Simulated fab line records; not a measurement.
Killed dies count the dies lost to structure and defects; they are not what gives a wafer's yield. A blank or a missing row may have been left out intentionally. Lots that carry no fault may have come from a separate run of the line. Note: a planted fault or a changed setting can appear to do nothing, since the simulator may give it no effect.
fab line records	flow nand_harc
record: lots: 24	wafers: 72	last_day: 25
route steps=1159 shown A_CHANNEL_FILL_D1@501 A_STAIRCASE@531
lots with no fault: from the same line, run without faults
start_h: hours from the record's opening day to when the first of the lot's shown wafers began	wait_h: time in hours since the lot's previous step	" the same as in the row above	L1.1+2: a single row standing in for several wafers	- either no value or no given start	* or withheld: withheld	< > ~ a bound
route shown NAME@n: NAME is a module with steps in the file, n the number in the route of the first one	usual: the fault-free wafers' mean and standard deviation	same: alike in all rows	chamber/n: place in a boat	sites: per-site readings	_std_site: how widely they spread, as a standard deviation	_edge_site: mean of outer sites minus mean of inner sites	radius_mm: for every site, how far away it sits from the centre of the wafer	mask NAME#n: copy n	behind: the last tool/chamber to shape the wafer	hold: the reason the lot was held/the length of the hold in hours/how it ended	device: which transistor (n, p or np) failed to switch	end of line: the same wafers' tests at the end of the route	a step with no rows: only its recipe	killed: dies lost to structure and defects at the first sort, not the wafer's yield	map: the dies of a wafer, with x for killed, . for not killed, _ for no die there
set.NAME: the setting that was run; set.NAME@STEP: the one run at that earlier step	model.NAME: the simulator's own value behind a step, which no gauge read
a sample of lots followed through the steps of the route, with each step as a table and each wafer as a row
services: the hour from which a tool's chamber was out of use, counted from the record's first day as start_h (under 0 if before that day), plus the number of hours and why
== steps ==
step: NHARC_A_CHANNEL_FILL_D1_STRIP_28
recipe: time_s: 20	o2_flow_sccm: 500	ar_flow_sccm: 0	bias_w: 0	chemistry: O2
usual: drypump_motor_current_A: 5.8/0.47	oes_product_au: 0.990/0.0091	rf_vpp_V: 57.9/0.88	showerhead_plenum_p_Torr: 3.55/0.14	throttle_valve_pct: 17.038/0.0087
lot.wafer	tool	chamber	start_h	wait_h	drypump_motor_current_A	oes_product_au	rf_hours_counter_h	rf_vpp_V	showerhead_plenum_p_Torr	throttle_valve_pct
L074.2	rie_diel-05	2	211.18	0.1	5.7	0.991	1	57.1	3.45	17.052
L074.3	"	3	"	"	5.6	1.000	1	58.6	3.35	17.037
L074.5	"	0	"	"	5.5	0.980	-	58.9	3.73	17.041
L075.3	rie_diel-05	1	222.43	0.1	5.9	1.006	1	58.1	3.57	17.033
L075.2	"	3	"	"	5.6	1.008	1	56.7	3.35	17.030
L075.4	"	0	"	"	5.5	0.991	1	57.5	3.73	17.038
L077.2	rie_diel-11	0	222.44	0.1	5.9	0.997	4	58.3	3.74	17.039
L077.3	"	2	"	"	4.8	0.999	5	58.1	3.44	17.038
L077.6	"	1	"	"	6.6	0.984	-	57.9	3.56	17.051
L076.1	rie_diel-11	0	228.93	0.1	5.9	0.993	4	57.6	3.74	17.034
L076.3	"	3	"	"	6.3	1.007	5	57.6	3.46	17.048
L076.6	"	0	"	"	5.9	0.990	-	57.6	3.74	17.033
L078.3	rie_diel-05	0	228.96	0.1	5.5	0.987	1	57.2	3.73	17.042
L078.1	"	2	"	"	5.7	1.006	1	56.9	3.45	17.030
L078.5	"	1	"	"	6.0	0.994	-	57.9	3.57	17.021
L079.1	rie_diel-03	2	244.18	0.1	5.7	0.976	1	58.0	3.61	17.035
L079.6	"	1	"	"	5.1	1.008	-	58.9	3.69	17.022
L079.5	"	2	"	"	5.7	0.991	-	59.0	3.61	17.044
L081.3	rie_diel-05	1	255.36	0.1	6.0	1.000	2	57.8	3.57	17.043
L081.4	"	2	"	"	5.8	0.990	2	58.5	3.45	17.030
L081.6	"	1	"	"	6.0	0.995	-	57.2	3.57	17.046
L080.4	rie_diel-03	0	255.37	0.1	5.9	0.998	1	56.5	3.37	17.014
L080.5	"	1	"	"	5.1	0.997	-	58.6	3.69	17.033
L080.6	"	2	"	"	5.6	0.992	-	58.2	3.61	17.030
L082.4	rie_diel-11	1	255.38	0.1	6.7	0.982	9	57.3	3.56	17.024
L082.1	"	3	"	"	6.3	0.988	8	57.6	3.46	17.024
L082.5	"	1	"	"	6.6	0.977	-	58.9	3.56	17.043
L083.1	rie_diel-05	0	263.73	0.1	5.5	0.985	2	59.3	3.73	17.047
L083.2	"	1	"	"	5.9	0.996	2	58.1	3.57	17.063
L083.6	"	3	"	"	5.6	0.970	-	58.0	3.35	17.014
L084.4	rie_diel-11	2	263.78	0.1	4.8	0.994	12	57.3	3.43	17.038
L084.3	"	1	"	"	6.6	0.983	11	58.2	3.56	17.042
L084.6	"	3	"	"	6.3	0.988	-	57.1	3.46	17.036
L086.3	rie_diel-11	1	283.59	0.1	6.6	0.986	13	57.6	3.56	17.044
L086.2	"	2	"	"	4.8	0.990	13	56.1	3.43	17.050
L086.5	"	0	"	"	5.9	0.987	-	58.5	3.73	17.034
L087.4	rie_diel-05	0	283.59	0.1	5.5	0.993	2	57.4	3.73	17.040
L087.6	"	2	"	"	5.7	0.985	-	57.5	3.45	17.051
L087.5	"	3	"	"	5.6	0.982	-	57.3	3.35	17.049
L085.3	rie_diel-03	2	290.15	0.1	5.7	0.984	2	58.0	3.61	17.049
L085.2	"	1	"	"	5.1	0.987	2	59.0	3.69	17.035
L085.6	"	1	"	"	5.1	0.995	-	59.1	3.69	17.048
L088.2	rie_diel-05	2	296.64	0.1	5.7	0.981	3	58.0	3.45	17.037
L088.4	"	0	"	"	5.5	0.982	2	60.1	3.73	17.036
L088.5	"	1	"	"	6.0	0.992	-	59.5	3.57	17.040
L089.4	rie_diel-11	1	302.97	0.1	6.6	0.978	16	58.5	3.56	17.030
L089.1	"	2	"	"	4.8	0.990	17	58.2	3.43	17.039
L089.3	"	3	"	"	6.3	0.993	17	57.8	3.46	17.034
L090.3	rie_diel-11	2	308.44	0.1	4.8	0.986	18	57.9	3.43	17.053
L090.5	"	1	"	"	6.6	0.980	-	56.9	3.55	17.046
L090.6	"	2	"	"	4.8	0.999	-	57.7	3.43	17.026
L091.4	rie_diel-05	2	308.45	0.1	5.8	0.997	3	57.2	3.45	17.033
L091.5	"	3	"	"	5.6	0.987	-	56.4	3.35	17.026
L091.6	"	0	"	"	5.5	0.978	-	57.0	3.73	17.036
L092.4	rie_diel-05	2	311.93	0.1	5.7	0.987	3	58.7	3.45	17.027
L092.3	"	1	"	"	5.9	0.986	3	57.8	3.57	17.033
L092.6	"	3	"	"	5.6	0.982	-	58.6	3.35	17.040
L093.3	rie_diel-03	2	320.02	0.1	5.7	0.998	3	58.4	3.61	17.043
L093.1	"	3	"	"	5.8	0.995	3	57.1	3.74	17.038
L093.4	"	0	"	"	5.9	0.981	3	57.7	3.37	17.049
L094.4	rie_diel-05	3	320.03	0.1	5.6	0.999	4	57.7	3.35	17.037
L094.6	"	2	"	"	5.7	0.992	-	56.9	3.45	17.035
L094.5	"	3	"	"	5.6	1.007	-	57.4	3.35	17.061
L095.1	rie_diel-11	2	329.70	0.1	4.8	0.981	21	56.5	3.43	17.039
L095.6	"	1	"	"	6.6	0.980	-	57.3	3.55	17.030
L095.5	"	2	"	"	4.8	0.985	-	57.9	3.43	17.035
L097.3	rie_diel-03	3	349.51	0.1	5.8	0.982	5	58.5	3.74	17.053
L097.1	"	2	"	"	5.6	0.989	5	59.0	3.61	17.031
L097.6	"	0	"	"	5.9	0.974	-	56.9	3.37	17.037
L096.2	rie_diel-05	2	352.89	0.1	5.8	1.000	0	58.2	3.45	17.027
L096.1	"	3	"	"	5.6	1.008	0	58.3	3.35	17.035
L096.4	"	1	"	"	5.9	1.012	0	57.2	3.57	17.046
step: NHARC_A_CHANNEL_FILL_D1_ALD_25
recipe: target_thk_a: 600	pulse_time_s: 10	ald_cycles: 600	temp_c: 300	material: SiOx
usual: heater_power_outer_w: 280/30	heater_power_w: 489/55	precursor_pulse_height_rel: 1.001/0.021
lot.wafer	tool	chamber	start_h	wait_h	heater_power_outer_w	heater_power_w	precursor_pulse_height_rel
L074.2	ald_hk-01	3	225.87	0.7	305	520	0.964
L074.3	"	1	227.10	1.9	294	550	1.016
L074.5	"	3	228.33	3.1	305	525	0.992
L077.3	ald_hk-03	0	234.67	0.7	248	403	1.001
L077.2	"	1	"	"	247	480	0.998
L077.6	"	0	237.17	3.2	247	409	1.040
L075.3	ald_hk-04	2	235.11	1.1	231	415	1.004
L075.2	"	3	"	"	319	550	0.998
L075.4	"	0	"	"	228	410	0.996
L078.3	ald_hk-04	2	241.50	0.1	237	405	0.981
L078.1	"	3	"	"	310	546	0.993
L078.5	"	2	243.94	2.5	233	410	0.988
L076.3	ald_hk-01	1	242.12	0.7	303	571	0.990
L076.1	"	3	243.35	1.9	318	534	0.979
L076.6	"	1	244.58	3.1	307	580	0.995
L079.1	ald_hk-03	3	255.93	0.1	313	512	0.954
L079.5	"	3	258.40	2.5	306	512	1.004
L079.6	"	0	"	"	247	404	0.992
L082.1	ald_hk-01	3	267.60	0.6	311	514	1.009
L082.4	"	0	"	"	296	459	1.001
L082.5	"	0	270.65	3.6	287	453	0.979
L080.4	ald_hk-03	2	269.36	2.4	273	468	0.988
L080.5	"	3	"	"	313	508	1.017
L080.6	"	0	"	"	246	408	0.960
L081.4	ald_hk-04	1	271.95	4.9	307	545	1.043
L081.3	"	3	274.43	7.4	318	550	1.032
L081.6	"	0	275.67	8.7	236	415	0.956
L083.1	ald_hk-01	3	275.48	0.1	316	522	0.986
L083.2	"	2	277.33	1.9	271	495	1.023
L083.6	"	3	"	"	315	537	1.022
L084.3	ald_hk-03	2	276.10	0.7	268	463	0.987
L084.4	"	0	277.34	1.9	240	415	0.985
L084.6	"	2	278.58	3.1	272	471	0.981
L086.2	ald_hk-01	0	295.26	0.1	292	462	1.006
L086.3	"	1	"	"	295	572	1.007
L086.5	"	0	297.72	2.5	288	458	1.007
L087.4	ald_hk-04	2	297.69	2.5	235	404	1.012
L087.6	"	0	300.13	4.9	236	408	1.018
L087.5	"	1	301.35	6.2	317	554	1.038
L085.3	ald_hk-03	1	301.84	0.0	243	496	1.038
L085.2	"	3	303.06	1.3	306	501	1.019
L085.6	"	1	304.29	2.5	253	500	0.971
L088.4	ald_hk-03	3	308.18	0.0	308	496	1.014
L088.2	"	2	310.01	1.9	268	458	0.987
L088.5	"	3	"	"	311	523	0.977
L089.4	ald_hk-01	1	316.30	0.1	303	567	1.013
L089.1	"	2	"	"	274	501	1.015
L089.3	"	0	318.18	1.9	293	453	1.051
L091.4	ald_hk-03	0	321.03	0.9	248	415	0.994
L091.6	"	0	323.48	3.4	245	395	1.013
L091.5	"	1	"	"	252	491	0.980
L090.3	ald_hk-01	1	322.03	1.9	298	571	1.030
L090.5	"	2	"	"	271	503	0.981
L090.6	"	3	"	"	310	545	1.014
L092.3	ald_hk-04	1	324.43	0.7	324	555	1.005
L092.4	"	3	325.67	1.9	316	555	1.028
L092.6	"	1	326.90	3.1	312	551	1.020
L093.4	ald_hk-01	3	331.76	0.1	308	536	1.013
L093.1	"	0	333.01	1.3	292	464	1.004
L093.3	"	2	335.52	3.8	273	496	1.008
L094.4	ald_hk-04	1	331.76	0.1	324	561	1.052
L094.5	"	1	334.22	2.5	317	537	0.981
L094.6	"	2	"	"	229	404	0.994
L095.1	ald_hk-04	3	343.14	1.9	310	549	1.003
L095.6	"	0	"	"	235	419	1.053
L095.5	"	1	"	"	318	541	0.995
L097.3	ald_hk-03	0	361.29	0.1	267	441	0.973
L097.1	"	1	"	"	273	533	0.982
L097.6	"	0	363.73	2.5	256	432	0.999
L096.4	ald_hk-01	1	364.60	0.1	307	565	0.974
L096.1	"	2	"	"	275	502	1.005
L096.2	"	0	366.47	1.9	289	452	0.983
step: NHARC_A_CHANNEL_FILL_D1_INSPECT_13
usual: raw_defect_count: 299/120
lot.wafer	tool	chamber	start_h	wait_h	raw_defect_count
L074.2	defect_inspect-01	-	237.30	0.1	250
L074.3	"	-	"	"	414
L074.5	"	-	"	"	230
L077.2	defect_inspect-02	-	246.54	0.1	251
L077.3	"	-	"	"	309
L077.6	"	-	"	"	342
L075.2	defect_inspect-02	-	246.71	0.3	521
L075.3	"	-	"	"	526
L075.4	"	-	"	"	281
L078.1	defect_inspect-02	-	253.44	0.2	247
L078.3	"	-	"	"	457
L078.5	"	-	"	"	331
L076.1	defect_inspect-02	-	253.61	0.2	251
L076.3	"	-	"	"	312
L076.6	"	-	"	"	129
L079.1	defect_inspect-01	-	267.79	0.2	360
L079.5	"	-	"	"	218
L079.6	"	-	"	"	211
L080.4	defect_inspect-01	-	279.58	0.1	225
L080.5	"	-	"	"	221
L080.6	"	-	"	"	141
L082.1	defect_inspect-01	-	279.67	0.2	191
L082.4	"	-	"	"	126
L082.5	"	-	"	"	158
L084.3	defect_inspect-02	-	286.52	0.1	424
L084.4	"	-	"	"	627
L084.6	"	-	"	"	640
L081.3	defect_inspect-01	-	286.56	0.1	171
L081.4	"	-	"	"	266
L081.6	"	-	"	"	264
L083.1	defect_inspect-01	-	286.69	0.2	167
L083.2	"	-	"	"	242
L083.6	"	-	"	"	234
L086.2	defect_inspect-01	-	307.74	0.1	322
L086.3	"	-	"	"	263
L086.5	"	-	"	"	257
L087.4	defect_inspect-01	-	310.95	0.1	241
L087.5	"	-	"	"	346
L087.6	"	-	"	"	624
L085.2	defect_inspect-01	-	313.86	0.1	505
L085.3	"	-	"	"	332
L085.6	"	-	"	"	394
L088.2	defect_inspect-01	-	320.85	0.1	305
L088.4	"	-	"	"	379
L088.5	"	-	"	"	265
L089.1	defect_inspect-02	-	328.33	0.2	228
L089.3	"	-	"	"	248
L089.4	"	-	"	"	312
L091.4	defect_inspect-02	-	332.26	0.1	302
L091.5	"	-	"	"	256
L091.6	"	-	"	"	417
L090.3	defect_inspect-01	-	332.33	0.1	436
L090.5	"	-	"	"	333
L090.6	"	-	"	"	210
L092.3	defect_inspect-02	-	336.25	0.1	255
L092.4	"	-	"	"	107
L092.6	"	-	"	"	218
L094.4	defect_inspect-01	-	343.61	0.1	212
L094.5	"	-	"	"	125
L094.6	"	-	"	"	246
L093.1	defect_inspect-02	-	347.72	0.2	260
L093.3	"	-	"	"	383
L093.4	"	-	"	"	196
L095.1	defect_inspect-02	-	353.33	0.2	389
L095.5	"	-	"	"	294
L095.6	"	-	"	"	463
L097.1	defect_inspect-02	-	373.55	0.2	444
L097.3	"	-	"	"	309
L097.6	"	-	"	"	298
L096.1	defect_inspect-02	-	376.50	0.2	311
L096.2	"	-	"	"	559
L096.4	"	-	"	"	551
step: NHARC_A_STAIRCASE_ETCH_169
recipe: target_depth_a: 500	time_s: 107.1	ion_energy_ev: 120	ch3f_flow_sccm: 50	o2_flow_sccm: 30	ar_flow_sccm: 200	rf_w: 500	bias_w: 100	chemistry: CH3F/O2
usual: ch3f_flow_sccm: 50.01/0.14	drypump_motor_current_A: 5.8/0.39	oes_product_au: 0.948/0.02	rf_vpp_V: 244.2/2.2	showerhead_plenum_p_Torr: 2.45/0.15	throttle_valve_pct: 20.663/0.0092
lot.wafer	tool	chamber	start_h	wait_h	ch3f_flow_sccm	drypump_motor_current_A	oes_product_au	rf_hours_counter_h	rf_vpp_V	showerhead_plenum_p_Torr	throttle_valve_pct
L074.2	rie_diel-01	2	238.49	0.1	50.27	5.7	0.943	33	242.0	2.27	20.649
L074.3	"	3	"	"	49.97	6.1	0.950	35	243.3	2.37	20.656
L074.5	"	2	"	"	50.10	5.7	0.929	-	240.7	2.27	20.651
L077.3	rie_diel-01	1	247.64	0.1	50.12	5.9	0.926	36	244.2	2.41	20.654
L077.2	"	3	"	"	49.96	6.0	0.941	37	242.6	2.37	20.659
L077.6	"	2	"	"	49.95	5.7	0.937	-	241.9	2.27	20.668
L075.4	rie_diel-13	0	247.97	0.1	50.07	5.5	0.960	52	246.2	2.64	20.672
L075.2	"	1	"	"	50.04	5.3	0.948	50	244.8	2.57	20.680
L075.3	"	2	"	"	50.04	6.4	0.974	55	242.4	2.30	20.659
L078.3	rie_diel-12	2	254.58	0.1	49.94	6.2	0.991	15	241.8	2.31	20.654
L078.1	"	1	"	"	50.15	6.1	0.965	13	244.5	2.38	20.672
L078.5	"	3	"	"	50.01	6.0	0.992	-	242.8	2.31	20.668
L076.1	rie_diel-01	2	254.77	0.1	49.81	5.7	0.929	39	241.8	2.27	20.665
L076.3	"	3	"	"	49.90	6.0	0.938	41	243.1	2.36	20.673
L076.6	"	3	"	"	49.83	6.0	0.944	-	243.8	2.36	20.678
L079.1	rie_diel-13	1	268.93	0.1	50.04	5.3	0.911	60	245.9	2.56	20.686
L079.5	"	0	"	"	49.92	5.5	0.943	-	246.2	2.63	20.666
L079.6	"	1	"	"	49.94	5.3	0.911	-	246.5	2.56	20.646
L080.4	rie_diel-12	3	280.92	0.1	50.18	6.0	0.967	27	241.4	2.31	20.665
L080.5	"	0	"	"	49.98	5.1	0.952	-	247.4	2.65	20.675
L080.6	"	1	"	"	50.13	6.1	0.963	-	241.7	2.38	20.666
L082.4	rie_diel-12	0	280.96	0.1	50.06	5.1	0.939	28	247.4	2.65	20.648
L082.1	"	1	"	"	49.88	6.1	0.955	22	243.1	2.38	20.673
L082.5	"	2	"	"	49.91	6.2	0.958	-	242.1	2.31	20.675
L084.4	rie_diel-01	2	287.54	0.1	50.10	5.6	0.957	51	241.0	2.26	20.667
L084.3	"	0	"	"	50.30	5.4	0.933	44	239.7	2.28	20.657
L084.6	"	3	"	"	50.08	6.1	0.933	-	243.1	2.36	20.678
L081.3	rie_diel-12	3	287.70	0.1	50.14	6.0	0.963	29	242.0	2.31	20.676
L081.4	"	1	"	"	50.00	6.0	0.974	24	243.0	2.38	20.640
L081.6	"	0	"	"	49.89	5.1	0.945	-	248.0	2.65	20.675
L083.1	rie_diel-13	3	287.75	0.1	50.09	6.3	0.962	2	246.1	2.56	20.655
L083.2	"	2	"	"	50.07	6.4	0.983	1	242.2	2.29	20.674
L083.6	"	3	"	"	49.99	6.3	0.954	-	245.6	2.56	20.651
L086.2	rie_diel-13	1	308.98	0.3	50.08	5.3	0.949	9	245.5	2.56	20.668
L086.3	"	2	"	"	50.21	6.4	0.969	10	241.9	2.29	20.662
L086.5	"	0	"	"	50.09	5.5	0.972	-	246.4	2.63	20.660
L087.4	rie_diel-01	0	312.17	0.1	49.89	5.4	0.920	54	241.1	2.28	20.668
L087.6	"	3	"	"	50.14	6.1	0.922	-	242.7	2.35	20.668
L087.5	"	0	"	"	49.89	5.4	0.925	-	243.5	2.28	20.672
L085.2	rie_diel-12	0	315.04	0.1	49.71	5.1	0.957	38	245.9	2.64	20.677
L085.3	"	1	"	"	49.96	6.0	0.965	34	243.1	2.37	20.658
L085.6	"	3	"	"	50.03	5.9	0.976	-	242.1	2.30	20.661
L088.4	rie_diel-13	0	321.87	0.1	49.92	5.4	0.971	18	246.8	2.63	20.670
L088.2	"	1	"	"	49.87	5.3	0.960	14	246.7	2.56	20.668
L088.5	"	2	"	"	49.81	6.5	0.965	-	241.9	2.29	20.665
L089.4	rie_diel-13	1	329.37	0.1	50.14	5.3	0.952	17	244.9	2.56	20.663
L089.1	"	3	"	"	50.18	6.3	0.956	21	246.3	2.56	20.667
L089.3	"	0	"	"	50.13	5.5	0.960	21	246.5	2.63	20.670
L091.4	rie_diel-01	2	333.42	0.1	49.83	5.7	0.956	2	248.1	2.66	20.675
L091.6	"	3	"	"	49.92	6.1	0.969	-	242.0	2.35	20.648
L091.5	"	0	"	"	49.86	5.4	0.974	-	247.3	2.66	20.658
L090.3	rie_diel-01	1	333.58	0.1	49.88	5.9	0.927	2	242.9	2.40	20.652
L090.6	"	3	"	"	50.03	6.1	0.939	-	242.1	2.35	20.664
L090.5	"	0	"	"	49.81	5.4	0.950	-	247.7	2.66	20.651
L092.3	rie_diel-01	1	337.51	0.1	49.96	5.9	0.932	4	243.6	2.40	20.659
L092.4	"	2	"	"	50.01	5.7	0.952	3	247.1	2.66	20.654
L092.6	"	0	"	"	50.16	5.4	0.955	-	247.5	2.66	20.665
L094.4	rie_diel-01	3	344.99	0.1	50.18	6.1	0.950	7	243.4	2.35	20.656
L094.6	"	1	"	"	49.89	5.9	0.936	-	244.0	2.40	20.672
L094.5	"	2	"	"	50.00	5.7	0.950	-	247.5	2.66	20.650
L093.4	rie_diel-13	2	348.92	0.1	49.88	6.5	0.964	25	241.4	2.28	20.661
L093.1	"	0	"	"	50.06	5.5	0.967	29	246.3	2.62	20.657
L093.3	"	1	"	"	49.90	5.3	0.954	25	244.6	2.55	20.668
L095.1	rie_diel-01	2	355.63	0.2	50.05	5.6	0.938	10	246.0	2.65	20.653
L095.6	"	3	"	"	49.70	6.1	0.915	-	243.1	2.35	20.666
L095.5	"	0	"	"	50.05	5.4	0.933	-	246.9	2.66	20.663
L097.1	rie_diel-12	0	374.78	0.1	49.78	5.1	0.925	60	245.6	2.64	20.650
L097.3	"	1	"	"	49.84	6.0	0.915	53	242.1	2.37	20.654
L097.6	"	3	"	"	50.24	6.0	0.945	-	243.2	2.30	20.666
L096.4	rie_diel-12	0	377.54	0.1	50.14	5.2	0.919	61	246.1	2.64	20.663
L096.1	"	2	"	"	50.09	6.2	0.919	60	241.7	2.29	20.676
L096.2	"	3	"	"	50.11	6.0	0.926	60	241.4	2.30	20.655
step: NHARC_A_STAIRCASE_ETCH_13
recipe: target_depth_a: 1000	time_s: 40.5	ion_energy_ev: 400	c4f8_flow_sccm: 20	o2_flow_sccm: 10	ar_flow_sccm: withheld	rf_w: 600	bias_w: 1000	chemistry: C4F8/O2
usual: oes_product_au: 0.938/0.016	rf_vpp_V: 895/7.4
lot.wafer	tool	chamber	start_h	wait_h	oes_product_au	rf_hours_counter_h	rf_vpp_V
L074.2	rie_diel-12	3	-	-	0.970	13	889
L074.3	"	2	"	"	0.965	12	889
L074.5	"	3	"	"	0.964	-	889
L077.3	rie_diel-13	2	-	-	0.939	56	887
L077.2	"	3	"	"	0.953	57	902
L077.6	"	3	"	"	0.949	-	901
L075.2	rie_diel-12	0	-	-	0.937	16	906
L075.3	"	1	"	"	0.972	11	892
L075.4	"	3	"	"	0.953	15	889
L078.3	rie_diel-12	0	-	-	0.947	18	904
L078.1	"	1	"	"	0.949	13	894
L078.5	"	0	"	"	0.934	-	907
L076.1	rie_diel-13	0	-	-	0.953	57	905
L076.3	"	1	"	"	0.910	55	902
L076.6	"	3	"	"	0.933	-	900
L079.1	rie_diel-01	2	-	-	0.943	45	885
L079.6	"	3	"	"	0.941	-	893
L079.5	"	0	"	"	0.948	-	885
L080.4	rie_diel-01	3	-	-	0.929	53	890
L080.5	"	3	"	"	0.926	-	891
L080.6	"	0	"	"	0.931	-	887
L082.1	rie_diel-01	1	-	-	0.910	49	892
L082.4	"	2	"	"	0.912	50	888
L082.5	"	2	"	"	0.907	-	886
L084.3	rie_diel-12	0	-	-	0.925	31	905
L084.4	"	1	"	"	0.934	25	892
L084.6	"	1	"	"	0.935	-	893
L081.3	rie_diel-01	3	-	-	0.926	57	891
L081.6	"	3	"	"	0.926	-	890
L081.4	"	1	"	"	0.898	-	892
L083.1	rie_diel-12	1	-	-	0.939	25	892
L083.2	"	3	"	"	0.940	30	887
L083.6	"	1	"	"	0.943	-	891
L086.2	rie_diel-13	3	-	-	0.950	12	902
L086.3	"	1	"	"	0.926	10	899
L086.5	"	3	"	"	0.948	-	901
L087.4	rie_diel-01	3	-	-	0.951	65	891
L087.5	"	3	"	"	0.946	-	891
L087.6	"	0	"	"	0.955	-	886
L085.2	rie_diel-12	2	-	-	0.972	38	887
L085.3	"	1	"	"	0.975	34	892
L085.6	"	3	"	"	0.945	-	888
L088.4	rie_diel-13	1	-	-	0.938	15	902
L088.2	"	2	"	"	0.978	15	886
L088.5	"	1	"	"	0.941	-	902
L089.3	rie_diel-12	3	-	-	0.936	44	889
L089.4	"	1	"	"	0.950	41	892
L089.1	"	2	"	"	0.933	44	888
L091.4	rie_diel-01	3	-	-	0.942	2	890
L091.6	"	3	"	"	0.929	-	890
L091.5	"	0	"	"	0.953	-	905
L090.3	rie_diel-01	1	-	-	0.927	3	893
L090.6	"	0	"	"	0.916	-	905
L090.5	"	1	"	"	0.916	-	893
L092.3	rie_diel-12	3	-	-	0.929	47	888
L092.4	"	0	"	"	0.918	48	904
L092.6	"	3	"	"	0.928	-	888
L094.4	rie_diel-01	1	-	-	0.927	8	891
L094.5	"	2	"	"	0.938	-	905
L094.6	"	3	"	"	0.935	-	890
L093.3	rie_diel-12	2	-	-	0.932	52	889
L093.1	"	3	"	"	0.946	51	889
L093.4	"	2	"	"	0.932	-	888
L095.1	rie_diel-13	3	-	-	0.937	33	900
L095.5	"	1	"	"	0.945	-	901
L095.6	"	2	"	"	0.938	-	884
L097.3	rie_diel-01	1	-	-	0.909	17	892
L097.1	"	3	"	"	0.927	21	889
L097.6	"	0	"	"	0.951	-	906
L096.1	rie_diel-13	1	-	-	0.936	36	902
L096.4	"	2	"	"	0.941	36	888
L096.2	"	0	"	"	0.937	41	903
step: NHARC_A_STAIRCASE_ETCH_19
recipe: target_depth_a: 1000	time_s: 40.5	ion_energy_ev: 400	c4f8_flow_sccm: 20	o2_flow_sccm: 10	ar_flow_sccm: withheld	rf_w: 600	bias_w: 1000	chemistry: C4F8/O2
usual: oes_product_au: 0.945/0.014	rf_vpp_V: 895/7.4
lot.wafer	tool	chamber	start_h	wait_h	oes_product_au	rf_hours_counter_h	rf_vpp_V
L074.2	rie_diel-12	1	-	-	0.955	9	893
L074.3	"	2	"	"	0.953	12	890
L074.5	"	2	"	"	0.961	-	890
L077.2	rie_diel-13	0	-	-	0.950	53	905
L077.3	"	2	"	"	0.939	56	888
L077.6	"	0	"	"	0.961	-	905
L075.3	rie_diel-12	3	-	-	0.960	15	887
L075.4	"	1	"	"	0.950	11	891
L075.2	"	2	"	"	0.943	14	889
L078.1	rie_diel-12	3	-	-	0.949	19	888
L078.3	"	0	"	"	0.933	20	906
L078.5	"	0	"	"	0.931	-	906
L076.3	rie_diel-13	3	-	-	0.940	63	901
L076.1	"	0	"	"	0.950	59	906
L076.6	"	0	"	"	0.947	-	905
L079.1	rie_diel-01	3	-	-	0.936	48	889
L079.5	"	3	"	"	0.926	-	890
L079.6	"	0	"	"	0.943	-	887
L080.4	rie_diel-01	2	-	-	0.919	50	887
L080.5	"	1	"	"	0.919	-	892
L080.6	"	2	"	"	0.914	-	886
L082.1	rie_diel-01	1	-	-	0.924	49	892
L082.4	"	0	"	"	0.950	43	887
L082.5	"	2	"	"	0.939	-	886
L081.3	rie_diel-01	0	-	-	0.946	46	887
L081.6	"	3	"	"	0.940	-	890
L081.4	"	1	"	"	0.925	-	893
L084.4	rie_diel-12	2	-	-	0.943	28	889
L084.3	"	3	"	"	0.939	30	888
L084.6	"	3	"	"	0.949	-	888
L083.2	rie_diel-12	1	-	-	0.955	26	891
L083.1	"	2	"	"	0.950	29	889
L083.6	"	0	"	"	0.953	-	906
L086.2	rie_diel-13	3	-	-	0.945	13	900
L086.3	"	1	"	"	0.937	10	901
L086.5	"	3	"	"	0.943	-	901
L087.4	rie_diel-13	1	-	-	0.957	12	900
L087.6	"	2	"	"	0.973	-	887
L087.5	"	3	"	"	0.969	-	901
L085.2	rie_diel-12	2	-	-	0.956	38	887
L085.3	"	3	"	"	0.945	39	888
L085.6	"	2	"	"	0.945	-	888
L088.4	rie_diel-13	2	-	-	0.972	16	887
L088.2	"	0	"	"	0.953	19	903
L088.5	"	2	"	"	0.962	-	887
L089.4	rie_diel-12	2	-	-	0.942	44	888
L089.3	"	3	"	"	0.944	44	889
L089.1	"	1	"	"	0.969	41	890
L091.4	rie_diel-01	3	-	-	0.936	3	890
L091.5	"	1	"	"	0.920	-	893
L091.6	"	2	"	"	0.940	-	908
L090.3	rie_diel-01	1	-	-	0.917	3	892
L090.5	"	2	"	"	0.927	-	906
L090.6	"	3	"	"	0.946	-	891
L092.4	rie_diel-12	1	-	-	0.964	45	890
L092.3	"	2	"	"	0.953	49	887
L092.6	"	0	"	"	0.935	-	906
L094.4	rie_diel-01	3	-	-	0.939	8	891
L094.5	"	2	"	"	0.935	-	906
L094.6	"	3	"	"	0.927	-	891
L093.4	rie_diel-12	3	-	-	0.957	51	888
L093.3	"	0	"	"	0.939	52	904
L093.1	"	1	"	"	0.934	46	892
L095.1	rie_diel-13	2	-	-	0.956	29	887
L095.5	"	3	"	"	0.959	-	903
L095.6	"	0	"	"	0.938	-	905
L097.1	rie_diel-01	3	-	-	0.931	21	890
L097.3	"	0	"	"	0.951	21	904
L097.6	"	3	"	"	0.945	-	889
L096.1	rie_diel-13	2	-	-	0.966	36	886
L096.2	"	3	"	"	0.964	42	900
L096.4	"	0	"	"	0.959	42	904
== services ==
tool	chamber	start_h	hours	kind
rie_diel-11	-	189.64	9.0	pm
rie_diel-03	3	193.55	5.7	repair
rie_diel-01	0	195.95	-	clean
rie_diel-05	3	204.12	4.6	repair
rie_diel-13	1	204.53	1.6	repair
rie_diel-03	-	215.30	9.0	pm
rie_diel-12	1	217.61	2.5	repair
rie_diel-01	-	225.76	1.2	repair
rie_diel-01	0	236.41	21.0	repair
ald_hk-03	-	243.98	1.1	repair
rie_diel-05	0	269.87	11.5	repair
rie_diel-13	-	276.00	9.0	pm
rie_diel-03	0	288.28	7.1	repair
rie_diel-03	-	293.50	0.5	repair
rie_diel-03	1	302.98	2.4	repair
rie_diel-01	-	316.00	9.0	pm
rie_diel-03	0	320.66	15.9	repair
rie_diel-03	1	327.83	19.0	repair
ald_hk-04	-	339.55	1.0	repair
rie_diel-05	-	340.60	9.0	pm
rie_diel-11	0	356.30	4.6	repair
rie_diel-11	-	366.64	9.0	pm
rie_diel-01	1	369.10	7.0	repair
rie_diel-12	-	379.58	9.0	pm
== key ==
fault none
